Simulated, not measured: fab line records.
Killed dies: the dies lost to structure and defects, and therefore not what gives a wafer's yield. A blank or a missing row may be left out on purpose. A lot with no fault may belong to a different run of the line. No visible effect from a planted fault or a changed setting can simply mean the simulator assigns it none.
What tool caused it? || flow nand harc || 24 lots with 72 wafers sampled at 5 steps, on a route of 1302 steps

## WHAT THE GAUGES READ, wafer by wafer
NHARC_P_BONDPAD_INSPECT_23. Usual: 332 for raw defect count, sd 110.
{"lot": "L074", "measured": "day 5 22:31", "on": "defect inspect-02", "raw defect count": "283 399 425", "flag": ""}
{"lot": "L075", "measured": "day 6 02:26", "on": "defect inspect-02", "raw defect count": "309 268 253", "flag": ""}
{"lot": "L076", "measured": "day 6 12:01", "on": "defect inspect-02", "raw defect count": "420 437 336", "flag": ""}
{"lot": "L078", "measured": "day 7 09:43", "on": "defect inspect-02", "raw defect count": "306 170 247", "flag": ""}
{"lot": "L079", "measured": "day 7 15:40", "on": "defect inspect-02", "raw defect count": "277 382 652", "flag": ""}
{"lot": "L077", "measured": "day 8 03:18", "on": "defect inspect-02", "raw defect count": "333 231 317", "flag": ""}
{"lot": "L080", "measured": "day 8 08:46", "on": "defect inspect-01", "raw defect count": "392 386 487", "flag": ""}
{"lot": "L081", "measured": "day 8 21:31", "on": "defect inspect-01", "raw defect count": "328 551 421", "flag": ""}
{"lot": "L082", "measured": "day 8 22:12", "on": "defect inspect-01", "raw defect count": "294 188 217", "flag": ""}
{"lot": "L083", "measured": "day 9 19:13", "on": "defect inspect-01", "raw defect count": "192 226 448", "flag": ""}
{"lot": "L084", "measured": "day 10 01:27", "on": "defect inspect-02", "raw defect count": "580 263 264", "flag": ""}
{"lot": "L085", "measured": "day 10 04:31", "on": "defect inspect-02", "raw defect count": "291 427 216", "flag": ""}
{"lot": "L086", "measured": "day 10 18:42", "on": "defect inspect-02", "raw defect count": "294 290 309", "flag": ""}
{"lot": "L087", "measured": "day 11 02:58", "on": "defect inspect-02", "raw defect count": "447 266 239", "flag": ""}
{"lot": "L088", "measured": "day 11 14:58", "on": "defect inspect-01", "raw defect count": "226 275 238", "flag": ""}
{"lot": "L089", "measured": "day 11 18:41", "on": "defect inspect-02", "raw defect count": "396 327 273", "flag": ""}
{"lot": "L090", "measured": "day 12 11:19", "on": "defect inspect-02", "raw defect count": "266 253 208", "flag": ""}
{"lot": "L091", "measured": "day 13 02:44", "on": "defect inspect-01", "raw defect count": "227 225 336", "flag": ""}
{"lot": "L092", "measured": "day 13 08:37", "on": "defect inspect-01", "raw defect count": "400 373 329", "flag": ""}
{"lot": "L094", "measured": "day 13 22:58", "on": "defect inspect-02", "raw defect count": "274 237 476", "flag": ""}
{"lot": "L093", "measured": "day 13 23:25", "on": "defect inspect-02", "raw defect count": "587 494 236", "flag": ""}
{"lot": "L095", "measured": "day 14 16:49", "on": "defect inspect-02", "raw defect count": "315 379 383", "flag": ""}
{"lot": "L096", "measured": "day 14 21:35", "on": "defect inspect-01", "raw defect count": "313 818 214", "flag": ""}
{"lot": "L097", "measured": "day 15 04:46", "on": "defect inspect-02", "raw defect count": "284 252 444", "flag": ""}

NHARC_A_CHANNEL_HOLE_D1_CD_MEAS_10: target cd 100 nm. Usual: 99.9 nm for cd nm, sd 0.53.
{"lot": "L074", "measured": "day 7 15:31", "on": "cd sem-01", "cd nm (nm)": "99.2 99.9 99.8", "flag": ""}
{"lot": "L075", "measured": "day 7 15:22", "on": "cd sem-03", "cd nm (nm)": "100.3 100.3 100.6", "flag": ""}
{"lot": "L076", "measured": "day 8 12:39", "on": "cd sem-02", "cd nm (nm)": "99.3 99.8 99.5", "flag": ""}
{"lot": "L078", "measured": "day 9 01:44", "on": "cd sem-01", "cd nm (nm)": "99.5 99.1 99.1", "flag": ""}
{"lot": "L079", "measured": "day 9 09:08", "on": "cd sem-02", "cd nm (nm)": "99.2 100.0 100.2", "flag": ""}
{"lot": "L077", "measured": "day 9 20:15", "on": "cd sem-02", "cd nm (nm)": "99.4 100.5 99.0", "flag": ""}
{"lot": "L080", "measured": "day 10 03:18", "on": "cd sem-03", "cd nm (nm)": "100.0 100.5 100.5", "flag": ""}
{"lot": "L081", "measured": "day 11 07:25", "on": "cd sem-02", "cd nm (nm)": "99.3 99.3 99.0", "flag": ""}
{"lot": "L082", "measured": "day 11 05:59", "on": "cd sem-02", "cd nm (nm)": "99.9 99.4 99.9", "flag": ""}
{"lot": "L083", "measured": "day 11 10:31", "on": "cd sem-02", "cd nm (nm)": "99.6 100.0 99.6", "flag": ""}
{"lot": "L084", "measured": "day 11 23:32", "on": "cd sem-01", "cd nm (nm)": "99.4 100.6 100.1", "flag": ""}
{"lot": "L085", "measured": "day 11 23:58", "on": "cd sem-01", "cd nm (nm)": "99.6 99.7 100.2", "flag": ""}
{"lot": "L086", "measured": "day 12 20:16", "on": "cd sem-03", "cd nm (nm)": "99.3 99.3 100.0", "flag": ""}
{"lot": "L087", "measured": "day 12 20:28", "on": "cd sem-03", "cd nm (nm)": "101.0 100.0 100.8", "flag": ""}
{"lot": "L088", "measured": "day 13 11:41", "on": "cd sem-02", "cd nm (nm)": "100.3 100.1 99.2", "flag": ""}
{"lot": "L089", "measured": "day 13 11:13", "on": "cd sem-02", "cd nm (nm)": "99.2 100.2 99.6", "flag": ""}
{"lot": "L090", "measured": "day 14 02:37", "on": "cd sem-02", "cd nm (nm)": "100.0 99.9 100.0", "flag": ""}
{"lot": "L091", "measured": "day 14 18:49", "on": "cd sem-01", "cd nm (nm)": "100.9 99.9 100.6", "flag": ""}
{"lot": "L092", "measured": "day 14 23:20", "on": "cd sem-02", "cd nm (nm)": "99.6 101.0 100.3", "flag": ""}
{"lot": "L094", "measured": "day 15 14:18", "on": "cd sem-02", "cd nm (nm)": "100.4 99.8 100.0", "flag": ""}
{"lot": "L093", "measured": "day 15 14:07", "on": "cd sem-03", "cd nm (nm)": "100.8 100.6 100.5", "flag": ""}
{"lot": "L095", "measured": "day 16 10:40", "on": "cd sem-03", "cd nm (nm)": "99.6 99.8 99.3", "flag": ""}
{"lot": "L096", "measured": "day 16 10:49", "on": "cd sem-03", "cd nm (nm)": "100.2 100.2 99.7", "flag": ""}
{"lot": "L097", "measured": "day 16 20:16", "on": "cd sem-03", "cd nm (nm)": "99.9 100.8 100.7", "flag": ""}

## TOOL THAT RAN EACH LOT (tool first, then ch and the chambers of the sampled wafers, then the start)
{"lot": "L074", "NHARC_P_BONDPAD_ETCH_37": "rie diel-11 ch 2,3, day 5 20:02", "NHARC_P_BONDPAD_STRIP_15": "rie diel-06 ch 2,3, day 5 20:22", "NHARC_P_BONDPAD_ANNEAL_28": "rtp anneal-01 ch 0, day 5 21:42"}
{"lot": "L075", "NHARC_P_BONDPAD_ETCH_37": "rie diel-06 ch 0,3, day 5 23:58", "NHARC_P_BONDPAD_STRIP_15": "rie diel-11 ch 0,2,3, day 6 00:18", "NHARC_P_BONDPAD_ANNEAL_28": "rtp anneal-02 ch 0, day 6 01:40"}
{"lot": "L076", "NHARC_P_BONDPAD_ETCH_37": "rie diel-06 ch 0,1, day 6 09:28", "NHARC_P_BONDPAD_STRIP_15": "rie diel-11 ch 2,3, day 6 09:46", "NHARC_P_BONDPAD_ANNEAL_28": "rtp anneal-01 ch 0, day 6 11:11"}
{"lot": "L078", "NHARC_P_BONDPAD_ETCH_37": "rie diel-11 ch 0,2,3, day 7 07:09", "NHARC_P_BONDPAD_STRIP_15": "rie diel-10 ch 1,2, day 7 07:28", "NHARC_P_BONDPAD_ANNEAL_28": "rtp anneal-02 ch 0, day 7 08:51"}
{"lot": "L079", "NHARC_P_BONDPAD_ETCH_37": "rie diel-10 ch 0,1,3, day 7 13:07", "NHARC_P_BONDPAD_STRIP_15": "rie diel-06 ch 0,2,3, day 7 13:25", "NHARC_P_BONDPAD_ANNEAL_28": "rtp anneal-02 ch 0, day 7 14:51"}
{"lot": "L077", "NHARC_P_BONDPAD_ETCH_37": "rie diel-11 ch 0,1,2, day 8 00:44", "NHARC_P_BONDPAD_STRIP_15": "rie diel-06 ch 0,1,3, day 8 01:04", "NHARC_P_BONDPAD_ANNEAL_28": "rtp anneal-02 ch 0, day 8 02:32"}
{"lot": "L080", "NHARC_P_BONDPAD_ETCH_37": "rie diel-10 ch 0,2, day 8 06:18", "NHARC_P_BONDPAD_STRIP_15": "rie diel-06 ch 1,2,3, day 8 06:38", "NHARC_P_BONDPAD_ANNEAL_28": "rtp anneal-02 ch 0, day 8 07:53"}
{"lot": "L081", "NHARC_P_BONDPAD_ETCH_37": "rie diel-11 ch 0,2,3, day 8 18:50", "NHARC_P_BONDPAD_STRIP_15": "rie diel-06 ch 0,1,3, day 8 19:09", "NHARC_P_BONDPAD_ANNEAL_28": "rtp anneal-01 ch 0, day 8 20:38"}
{"lot": "L082", "NHARC_P_BONDPAD_ETCH_37": "rie diel-10 ch 0,2,3, day 8 19:32", "NHARC_P_BONDPAD_STRIP_15": "rie diel-11 ch 0,1,3, day 8 19:50", "NHARC_P_BONDPAD_ANNEAL_28": "rtp anneal-01 ch 0, day 8 21:21"}
{"lot": "L083", "NHARC_P_BONDPAD_ETCH_37": "rie diel-11 ch 0,2,3, day 9 16:44", "NHARC_P_BONDPAD_STRIP_15": "rie diel-11 ch 1,2, day 9 17:03", "NHARC_P_BONDPAD_ANNEAL_28": "rtp anneal-02 ch 0, day 9 18:19"}
{"lot": "L084", "NHARC_P_BONDPAD_ETCH_37": "rie diel-11 ch 0,2,3, day 9 22:59", "NHARC_P_BONDPAD_STRIP_15": "rie diel-10 ch 0,2,3, day 9 23:17", "NHARC_P_BONDPAD_ANNEAL_28": "rtp anneal-02 ch 0, day 10 00:35"}
{"lot": "L085", "NHARC_P_BONDPAD_ETCH_37": "rie diel-06 ch 0,2,3, day 10 02:04", "NHARC_P_BONDPAD_STRIP_15": "rie diel-10 ch 0,1,3, day 10 02:23", "NHARC_P_BONDPAD_ANNEAL_28": "rtp anneal-01 ch 0, day 10 03:39"}
{"lot": "L086", "NHARC_P_BONDPAD_ETCH_37": "rie diel-10 ch 0,1,3, day 10 16:15", "NHARC_P_BONDPAD_STRIP_15": "rie diel-10 ch 0,1, day 10 16:34", "NHARC_P_BONDPAD_ANNEAL_28": "rtp anneal-02 ch 0, day 10 17:53"}
{"lot": "L087", "NHARC_P_BONDPAD_ETCH_37": "rie diel-10 ch 0,2,3, day 11 00:29", "NHARC_P_BONDPAD_STRIP_15": "rie diel-11 ch 1,2,3, day 11 00:47", "NHARC_P_BONDPAD_ANNEAL_28": "rtp anneal-01 ch 0, day 11 02:05"}
{"lot": "L088", "NHARC_P_BONDPAD_ETCH_37": "rie diel-11 ch 0,2, day 11 12:30", "NHARC_P_BONDPAD_STRIP_15": "rie diel-06 ch 0,1, day 11 12:48", "NHARC_P_BONDPAD_ANNEAL_28": "rtp anneal-01 ch 0, day 11 14:08"}
{"lot": "L089", "NHARC_P_BONDPAD_ETCH_37": "rie diel-11 ch 1,2,3, day 11 16:08", "NHARC_P_BONDPAD_STRIP_15": "rie diel-11 ch 0,1,3, day 11 16:28", "NHARC_P_BONDPAD_ANNEAL_28": "rtp anneal-02 ch 0, day 11 17:53"}
{"lot": "L090", "NHARC_P_BONDPAD_ETCH_37": "rie diel-06 ch 1,3, day 12 08:51", "NHARC_P_BONDPAD_STRIP_15": "rie diel-10 ch 0,2,3, day 12 09:10", "NHARC_P_BONDPAD_ANNEAL_28": "rtp anneal-01 ch 0, day 12 10:33"}
{"lot": "L091", "NHARC_P_BONDPAD_ETCH_37": "rie diel-10 ch 1,2,3, day 13 00:09", "NHARC_P_BONDPAD_STRIP_15": "rie diel-10 ch 1,2, day 13 00:31", "NHARC_P_BONDPAD_ANNEAL_28": "rtp anneal-01 ch 0, day 13 01:49"}
{"lot": "L092", "NHARC_P_BONDPAD_ETCH_37": "rie diel-06 ch 0,1, day 13 06:08", "NHARC_P_BONDPAD_STRIP_15": "rie diel-11 ch 0,1, day 13 06:27", "NHARC_P_BONDPAD_ANNEAL_28": "rtp anneal-02 ch 0, day 13 07:49"}
{"lot": "L094", "NHARC_P_BONDPAD_ETCH_37": "rie diel-06 ch 2,3, day 13 20:31", "NHARC_P_BONDPAD_STRIP_15": "rie diel-11 ch 1,2,3, day 13 20:51", "NHARC_P_BONDPAD_ANNEAL_28": "rtp anneal-01 ch 0, day 13 22:16"}
{"lot": "L093", "NHARC_P_BONDPAD_ETCH_37": "rie diel-10 ch 0,1,3, day 13 20:58", "NHARC_P_BONDPAD_STRIP_15": "rie diel-06 ch 0,1,2, day 13 21:16", "NHARC_P_BONDPAD_ANNEAL_28": "rtp anneal-02 ch 0, day 13 22:36"}
{"lot": "L095", "NHARC_P_BONDPAD_ETCH_37": "rie diel-06 ch 1,2,3, day 14 14:21", "NHARC_P_BONDPAD_STRIP_15": "rie diel-11 ch 0,1, day 14 14:38", "NHARC_P_BONDPAD_ANNEAL_28": "rtp anneal-01 ch 0, day 14 15:59"}
{"lot": "L096", "NHARC_P_BONDPAD_ETCH_37": "rie diel-10 ch 0,1,3, day 14 19:04", "NHARC_P_BONDPAD_STRIP_15": "rie diel-06 ch 0,1,2, day 14 19:23", "NHARC_P_BONDPAD_ANNEAL_28": "rtp anneal-02 ch 0, day 14 20:41"}
{"lot": "L097", "NHARC_P_BONDPAD_ETCH_37": "rie diel-06 ch 0,1,2, day 15 02:17", "NHARC_P_BONDPAD_STRIP_15": "rie diel-11 ch 0,1,2, day 15 02:35", "NHARC_P_BONDPAD_ANNEAL_28": "rtp anneal-01 ch 0, day 15 03:52"}
- NHARC_P_BONDPAD_ETCH_37: etches the open film in N2/H2, target depth 60 nm, overetch 18 nm, time 65.91 s.
- NHARC_P_BONDPAD_STRIP_15: strips in O2.
- NHARC_P_BONDPAD_ANNEAL_28: time 90 s.

## AS READ BY THE TOOLS THEMSELVES (means over the sampled wafers that have a number; for cases with no such wafer, the mark the record gives instead)
NHARC_P_BONDPAD_ETCH_37. Usual: drypump motor current A 5.6 A, standard deviation 0.58; oes product au 0.997 a.u., standard deviation 0.0096; rf vpp V 430.0 V, standard deviation 2.7; showerhead plenum p Torr 2.03 Torr, standard deviation 0.094; throttle valve pct 14.172 %, standard deviation 0.0089.
{"lot": "L074", "tool": "rie diel-11", "drypump motor current A (A)": 4.7, "oes product au (a.u.)": 0.993, "rf vpp V (V)": 425.6, "showerhead plenum p Torr (Torr)": 1.90, "throttle valve pct (%)": 14.168, "flag": ""}
{"lot": "L075", "tool": "rie diel-06", "drypump motor current A (A)": 5.3, "oes product au (a.u.)": 1.008, "rf vpp V (V)": 427.7, "showerhead plenum p Torr (Torr)": 1.95, "throttle valve pct (%)": 14.174, "flag": ""}
{"lot": "L076", "tool": "rie diel-06", "drypump motor current A (A)": 5.7, "oes product au (a.u.)": 0.994, "rf vpp V (V)": 429.5, "showerhead plenum p Torr (Torr)": 2.03, "throttle valve pct (%)": 14.171, "flag": ""}
{"lot": "L078", "tool": "rie diel-11", "drypump motor current A (A)": 4.9, "oes product au (a.u.)": 0.990, "rf vpp V (V)": 429.0, "showerhead plenum p Torr (Torr)": 1.99, "throttle valve pct (%)": 14.168, "flag": ""}
{"lot": "L079", "tool": "rie diel-10", "drypump motor current A (A)": 6.4, "oes product au (a.u.)": 0.989, "rf vpp V (V)": 431.7, "showerhead plenum p Torr (Torr)": 2.07, "throttle valve pct (%)": 14.179, "flag": ""}
{"lot": "L077", "tool": "rie diel-11", "drypump motor current A (A)": 5.3, "oes product au (a.u.)": 0.994, "rf vpp V (V)": 431.3, "showerhead plenum p Torr (Torr)": 2.06, "throttle valve pct (%)": 14.172, "flag": ""}
{"lot": "L080", "tool": "rie diel-10", "drypump motor current A (A)": 6.2, "oes product au (a.u.)": 1.007, "rf vpp V (V)": 428.7, "showerhead plenum p Torr (Torr)": 1.99, "throttle valve pct (%)": 14.167, "flag": ""}
{"lot": "L081", "tool": "rie diel-11", "drypump motor current A (A)": 4.9, "oes product au (a.u.)": 0.987, "rf vpp V (V)": 429.2, "showerhead plenum p Torr (Torr)": 1.99, "throttle valve pct (%)": 14.175, "flag": ""}
{"lot": "L082", "tool": "rie diel-10", "drypump motor current A (A)": 6.0, "oes product au (a.u.)": 1.011, "rf vpp V (V)": 429.6, "showerhead plenum p Torr (Torr)": 2.00, "throttle valve pct (%)": 14.171, "flag": ""}
{"lot": "L083", "tool": "rie diel-11", "drypump motor current A (A)": 4.9, "oes product au (a.u.)": 0.987, "rf vpp V (V)": 429.2, "showerhead plenum p Torr (Torr)": 1.99, "throttle valve pct (%)": 14.161, "flag": ""}
{"lot": "L084", "tool": "rie diel-11", "drypump motor current A (A)": 4.9, "oes product au (a.u.)": 0.980, "rf vpp V (V)": 428.4, "showerhead plenum p Torr (Torr)": 1.99, "throttle valve pct (%)": 14.172, "flag": ""}
{"lot": "L085", "tool": "rie diel-06", "drypump motor current A (A)": 5.5, "oes product au (a.u.)": 1.001, "rf vpp V (V)": 430.3, "showerhead plenum p Torr (Torr)": 2.02, "throttle valve pct (%)": 14.169, "flag": ""}
{"lot": "L086", "tool": "rie diel-10", "drypump motor current A (A)": 6.4, "oes product au (a.u.)": 0.998, "rf vpp V (V)": 430.9, "showerhead plenum p Torr (Torr)": 2.07, "throttle valve pct (%)": 14.170, "flag": ""}
{"lot": "L087", "tool": "rie diel-10", "drypump motor current A (A)": 6.0, "oes product au (a.u.)": 0.994, "rf vpp V (V)": 428.6, "showerhead plenum p Torr (Torr)": 2.00, "throttle valve pct (%)": 14.172, "flag": ""}
{"lot": "L088", "tool": "rie diel-11", "drypump motor current A (A)": 5.2, "oes product au (a.u.)": 0.995, "rf vpp V (V)": 432.3, "showerhead plenum p Torr (Torr)": 2.08, "throttle valve pct (%)": 14.174, "flag": ""}
{"lot": "L089", "tool": "rie diel-11", "drypump motor current A (A)": 5.1, "oes product au (a.u.)": 0.989, "rf vpp V (V)": 428.1, "showerhead plenum p Torr (Torr)": 1.97, "throttle valve pct (%)": 14.171, "flag": ""}
{"lot": "L090", "tool": "rie diel-06", "drypump motor current A (A)": 5.5, "oes product au (a.u.)": 0.999, "rf vpp V (V)": 428.4, "showerhead plenum p Torr (Torr)": 1.97, "throttle valve pct (%)": 14.170, "flag": ""}
{"lot": "L091", "tool": "rie diel-10", "drypump motor current A (A)": 6.0, "oes product au (a.u.)": 1.002, "rf vpp V (V)": 429.9, "showerhead plenum p Torr (Torr)": 2.04, "throttle valve pct (%)": 14.176, "flag": ""}
{"lot": "L092", "tool": "rie diel-06", "drypump motor current A (A)": 5.7, "oes product au (a.u.)": 1.009, "rf vpp V (V)": 430.1, "showerhead plenum p Torr (Torr)": 2.02, "throttle valve pct (%)": 14.183, "flag": ""}
{"lot": "L094", "tool": "rie diel-06", "drypump motor current A (A)": 5.7, "oes product au (a.u.)": 1.007, "rf vpp V (V)": 431.8, "showerhead plenum p Torr (Torr)": 2.07, "throttle valve pct (%)": 14.165, "flag": ""}
{"lot": "L093", "tool": "rie diel-10", "drypump motor current A (A)": 6.4, "oes product au (a.u.)": 0.987, "rf vpp V (V)": 430.6, "showerhead plenum p Torr (Torr)": 2.07, "throttle valve pct (%)": 14.178, "flag": ""}
{"lot": "L095", "tool": "rie diel-06", "drypump motor current A (A)": 5.7, "oes product au (a.u.)": 1.004, "rf vpp V (V)": 431.2, "showerhead plenum p Torr (Torr)": 2.04, "throttle valve pct (%)": 14.167, "flag": ""}
{"lot": "L096", "tool": "rie diel-10", "drypump motor current A (A)": 6.4, "oes product au (a.u.)": 0.999, "rf vpp V (V)": 431.1, "showerhead plenum p Torr (Torr)": 2.06, "throttle valve pct (%)": 14.179, "flag": ""}
{"lot": "L097", "tool": "rie diel-06", "drypump motor current A (A)": 5.7, "oes product au (a.u.)": 1.001, "rf vpp V (V)": 430.0, "showerhead plenum p Torr (Torr)": 2.06, "throttle valve pct (%)": 14.172, "flag": ""}

NHARC_P_BONDPAD_STRIP_15. Usual: drypump motor current A 5.6 A, standard deviation 0.56; o2 flow sccm 500.0 sccm, standard deviation 1.5; oes product au 0.998 a.u., standard deviation 0.0096; rf vpp V 57.8 V, standard deviation 0.88; showerhead plenum p Torr 3.50 Torr, standard deviation 0.15; throttle valve pct 17.037 %, standard deviation 0.0093.
{"lot": "L074", "tool": "rie diel-06", "drypump motor current A (A)": 5.5, "o2 flow sccm (sccm)": 500.9, "oes product au (a.u.)": 1.004, "rf vpp V (V)": 57.6, "showerhead plenum p Torr (Torr)": 3.47, "throttle valve pct (%)": 17.041, "flag": ""}
{"lot": "L075", "tool": "rie diel-11", "drypump motor current A (A)": 4.9, "o2 flow sccm (sccm)": 498.4, "oes product au (a.u.)": 0.992, "rf vpp V (V)": 57.6, "showerhead plenum p Torr (Torr)": 3.45, "throttle valve pct (%)": 17.039, "flag": ""}
{"lot": "L076", "tool": "rie diel-11", "drypump motor current A (A)": 4.7, "o2 flow sccm (sccm)": 500.6, "oes product au (a.u.)": 0.993, "rf vpp V (V)": 56.6, "showerhead plenum p Torr (Torr)": 3.31, "throttle valve pct (%)": 17.039, "flag": ""}
{"lot": "L078", "tool": "rie diel-10", "drypump motor current A (A)": 6.1, "o2 flow sccm (sccm)": 499.5, "oes product au (a.u.)": 1.004, "rf vpp V (V)": 57.5, "showerhead plenum p Torr (Torr)": 3.57, "throttle valve pct (%)": 17.049, "flag": ""}
{"lot": "L079", "tool": "rie diel-06", "drypump motor current A (A)": 5.5, "o2 flow sccm (sccm)": 499.7, "oes product au (a.u.)": 1.002, "rf vpp V (V)": 57.9, "showerhead plenum p Torr (Torr)": 3.50, "throttle valve pct (%)": 17.050, "flag": ""}
{"lot": "L077", "tool": "rie diel-06", "drypump motor current A (A)": 5.5, "o2 flow sccm (sccm)": 500.8, "oes product au (a.u.)": 0.997, "rf vpp V (V)": 58.0, "showerhead plenum p Torr (Torr)": 3.44, "throttle valve pct (%)": 17.029, "flag": ""}
{"lot": "L080", "tool": "rie diel-06", "drypump motor current A (A)": 5.6, "o2 flow sccm (sccm)": 499.5, "oes product au (a.u.)": 1.001, "rf vpp V (V)": 58.2, "showerhead plenum p Torr (Torr)": 3.53, "throttle valve pct (%)": 17.036, "flag": ""}
{"lot": "L081", "tool": "rie diel-06", "drypump motor current A (A)": 5.5, "o2 flow sccm (sccm)": 500.3, "oes product au (a.u.)": 1.009, "rf vpp V (V)": 57.8, "showerhead plenum p Torr (Torr)": 3.44, "throttle valve pct (%)": 17.036, "flag": ""}
{"lot": "L082", "tool": "rie diel-11", "drypump motor current A (A)": 5.3, "o2 flow sccm (sccm)": 500.1, "oes product au (a.u.)": 0.987, "rf vpp V (V)": 58.3, "showerhead plenum p Torr (Torr)": 3.56, "throttle valve pct (%)": 17.034, "flag": ""}
{"lot": "L083", "tool": "rie diel-11", "drypump motor current A (A)": 5.4, "o2 flow sccm (sccm)": 500.3, "oes product au (a.u.)": 1.001, "rf vpp V (V)": 58.5, "showerhead plenum p Torr (Torr)": 3.52, "throttle valve pct (%)": 17.030, "flag": ""}
{"lot": "L084", "tool": "rie diel-10", "drypump motor current A (A)": 6.0, "o2 flow sccm (sccm)": 500.4, "oes product au (a.u.)": 1.007, "rf vpp V (V)": 57.7, "showerhead plenum p Torr (Torr)": 3.47, "throttle valve pct (%)": 17.049, "flag": ""}
{"lot": "L085", "tool": "rie diel-10", "drypump motor current A (A)": 6.4, "o2 flow sccm (sccm)": 501.1, "oes product au (a.u.)": 1.005, "rf vpp V (V)": 57.7, "showerhead plenum p Torr (Torr)": 3.56, "throttle valve pct (%)": 17.035, "flag": ""}
{"lot": "L086", "tool": "rie diel-10", "drypump motor current A (A)": 6.6, "o2 flow sccm (sccm)": 499.8, "oes product au (a.u.)": 0.999, "rf vpp V (V)": 58.0, "showerhead plenum p Torr (Torr)": 3.54, "throttle valve pct (%)": 17.031, "flag": ""}
{"lot": "L087", "tool": "rie diel-11", "drypump motor current A (A)": 5.1, "o2 flow sccm (sccm)": 499.6, "oes product au (a.u.)": 0.992, "rf vpp V (V)": 57.0, "showerhead plenum p Torr (Torr)": 3.42, "throttle valve pct (%)": 17.029, "flag": ""}
{"lot": "L088", "tool": "rie diel-06", "drypump motor current A (A)": 5.6, "o2 flow sccm (sccm)": 500.1, "oes product au (a.u.)": 1.000, "rf vpp V (V)": 57.5, "showerhead plenum p Torr (Torr)": 3.46, "throttle valve pct (%)": 17.039, "flag": ""}
{"lot": "L089", "tool": "rie diel-11", "drypump motor current A (A)": 5.3, "o2 flow sccm (sccm)": 498.7, "oes product au (a.u.)": 0.998, "rf vpp V (V)": 57.9, "showerhead plenum p Torr (Torr)": 3.56, "throttle valve pct (%)": 17.039, "flag": ""}
{"lot": "L090", "tool": "rie diel-10", "drypump motor current A (A)": 6.0, "o2 flow sccm (sccm)": 500.1, "oes product au (a.u.)": 0.992, "rf vpp V (V)": 57.8, "showerhead plenum p Torr (Torr)": 3.47, "throttle valve pct (%)": 17.038, "flag": ""}
{"lot": "L091", "tool": "rie diel-10", "drypump motor current A (A)": 5.7, "o2 flow sccm (sccm)": 499.3, "oes product au (a.u.)": 1.009, "rf vpp V (V)": 57.3, "showerhead plenum p Torr (Torr)": 3.47, "throttle valve pct (%)": 17.030, "flag": ""}
{"lot": "L092", "tool": "rie diel-11", "drypump motor current A (A)": 5.7, "o2 flow sccm (sccm)": 499.8, "oes product au (a.u.)": 0.999, "rf vpp V (V)": 58.5, "showerhead plenum p Torr (Torr)": 3.66, "throttle valve pct (%)": 17.041, "flag": ""}
{"lot": "L094", "tool": "rie diel-11", "drypump motor current A (A)": 5.1, "o2 flow sccm (sccm)": 499.6, "oes product au (a.u.)": 0.986, "rf vpp V (V)": 57.3, "showerhead plenum p Torr (Torr)": 3.42, "throttle valve pct (%)": 17.034, "flag": ""}
{"lot": "L093", "tool": "rie diel-06", "drypump motor current A (A)": 5.7, "o2 flow sccm (sccm)": 499.3, "oes product au (a.u.)": 1.002, "rf vpp V (V)": 57.7, "showerhead plenum p Torr (Torr)": 3.55, "throttle valve pct (%)": 17.037, "flag": ""}
{"lot": "L095", "tool": "rie diel-11", "drypump motor current A (A)": 5.7, "o2 flow sccm (sccm)": 500.4, "oes product au (a.u.)": 0.986, "rf vpp V (V)": 59.0, "showerhead plenum p Torr (Torr)": 3.66, "throttle valve pct (%)": 17.037, "flag": ""}
{"lot": "L096", "tool": "rie diel-06", "drypump motor current A (A)": 5.7, "o2 flow sccm (sccm)": 499.3, "oes product au (a.u.)": 1.004, "rf vpp V (V)": 58.1, "showerhead plenum p Torr (Torr)": 3.55, "throttle valve pct (%)": 17.039, "flag": ""}
{"lot": "L097", "tool": "rie diel-11", "drypump motor current A (A)": 5.3, "o2 flow sccm (sccm)": 499.6, "oes product au (a.u.)": 0.989, "rf vpp V (V)": 57.0, "showerhead plenum p Torr (Torr)": 3.56, "throttle valve pct (%)": 17.044, "flag": ""}

NHARC_P_BONDPAD_ANNEAL_28. Usual: 226.2 for wafer_temp_C_max, sd 0.32.
{"lot": "L074", "tool": "rtp anneal-01", "wafer_temp_C_max": 226.4, "flag": ""}
{"lot": "L075", "tool": "rtp anneal-02", "wafer_temp_C_max": 225.9, "flag": ""}
{"lot": "L076", "tool": "rtp anneal-01", "wafer_temp_C_max": 226.3, "flag": ""}
{"lot": "L078", "tool": "rtp anneal-02", "wafer_temp_C_max": 225.7, "flag": ""}
{"lot": "L079", "tool": "rtp anneal-02", "wafer_temp_C_max": 225.9, "flag": ""}
{"lot": "L077", "tool": "rtp anneal-02", "wafer_temp_C_max": 225.8, "flag": ""}
{"lot": "L080", "tool": "rtp anneal-02", "wafer_temp_C_max": 226.0, "flag": ""}
{"lot": "L081", "tool": "rtp anneal-01", "wafer_temp_C_max": 226.6, "flag": ""}
{"lot": "L082", "tool": "rtp anneal-01", "wafer_temp_C_max": 226.3, "flag": ""}
{"lot": "L083", "tool": "rtp anneal-02", "wafer_temp_C_max": 225.8, "flag": ""}
{"lot": "L084", "tool": "rtp anneal-02", "wafer_temp_C_max": 226.2, "flag": ""}
{"lot": "L085", "tool": "rtp anneal-01", "wafer_temp_C_max": 226.3, "flag": ""}
{"lot": "L086", "tool": "rtp anneal-02", "wafer_temp_C_max": 225.8, "flag": ""}
{"lot": "L087", "tool": "rtp anneal-01", "wafer_temp_C_max": 226.2, "flag": ""}
{"lot": "L088", "tool": "rtp anneal-01", "wafer_temp_C_max": 226.3, "flag": ""}
{"lot": "L089", "tool": "rtp anneal-02", "wafer_temp_C_max": 225.9, "flag": ""}
{"lot": "L090", "tool": "rtp anneal-01", "wafer_temp_C_max": 226.5, "flag": ""}
{"lot": "L091", "tool": "rtp anneal-01", "wafer_temp_C_max": 226.9, "flag": ""}
{"lot": "L092", "tool": "rtp anneal-02", "wafer_temp_C_max": 225.9, "flag": ""}
{"lot": "L094", "tool": "rtp anneal-01", "wafer_temp_C_max": 226.6, "flag": ""}
{"lot": "L093", "tool": "rtp anneal-02", "wafer_temp_C_max": 226.2, "flag": ""}
{"lot": "L095", "tool": "rtp anneal-01", "wafer_temp_C_max": 226.4, "flag": ""}
{"lot": "L096", "tool": "rtp anneal-02", "wafer_temp_C_max": 225.9, "flag": ""}
{"lot": "L097", "tool": "rtp anneal-01", "wafer_temp_C_max": 226.1, "flag": ""}

## THE ANSWER, worked out from the rows above alone
Rule: a lot counts as off when the mean over its wafers that have a number is more than 3 standard deviations away from the usual mean. Also off: a lot with no number at a reading for which 4 or more lots have one. Where the step has rows for the other lots, those lots are counted as sound. The gauges are gone through in route order, then the tools' own readings, and for those a lot's mean is taken as printed above. At the first step where some lot is off, the reading lying furthest off is the one used; lots without a number count as furthest.
No lot is off on any of the readings shown, so nothing can be concluded from this.

## WHAT HAD BEEN PUT IN BY THE SIMULATOR
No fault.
